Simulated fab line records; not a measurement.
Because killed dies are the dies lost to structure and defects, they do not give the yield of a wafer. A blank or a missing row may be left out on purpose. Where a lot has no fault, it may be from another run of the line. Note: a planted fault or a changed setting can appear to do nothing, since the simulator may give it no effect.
What tool caused it? | flow n5Finfet | route of 1938 steps, sampled at 1 step: 9 lots, 27 wafers

WHAT THE GAUGES SHOWED, per wafer
N5_BEOL_M4_RC_MEAS_101.
lot  | measured     | on        | DIBL_N (mV/V)
L628 | day 8 19:52  | prober-01 | 35.5 37.5 36.2
L633 | day 10 21:26 | prober-02 | 33.6 36.5 37.0
L638 | day 11 05:40 | prober-01 | 37.2 37.3 34.9
L639 | day 11 22:47 | prober-01 | 35.2 40.4 34.9
L643 | day 12 03:20 | prober-02 | 35.6 34.5 35.5
L644 | day 13 04:44 | prober-02 | 36.2 38.4 34.2
L647 | day 14 18:22 | prober-02 | 34.5 35.6 36.0
L649 | day 15 01:47 | prober-02 | 38.5 41.7 36.9
L648 | day 15 02:19 | prober-01 | 36.0 39.1 37.1

TOOL THAT RAN EACH LOT (tool first, then ch and the chambers of the sampled wafers, then the start)
The record holds no process step before these readings.

THE ANSWER, worked out from the rows above alone
Rule: usual is defined by the lots themselves. The widest of any qualifying gaps counts: lots, ordered by their means at a reading, are off when they make up no more than a third of the lots, leave a main group of 4 or more, and stand apart from it by 3 or more times the standard deviation of that group's means. A main group whose means are all the same, to the digits that the tables above print for the reading, isn't used. Also off: a lot with no number at a reading for which 4 or more lots have one. Where the step has rows for the other lots, those lots are counted as sound.
Across all readings shown, no lot is off: no conclusion can be drawn from this.

WHAT THE SIMULATOR HAD PUT IN
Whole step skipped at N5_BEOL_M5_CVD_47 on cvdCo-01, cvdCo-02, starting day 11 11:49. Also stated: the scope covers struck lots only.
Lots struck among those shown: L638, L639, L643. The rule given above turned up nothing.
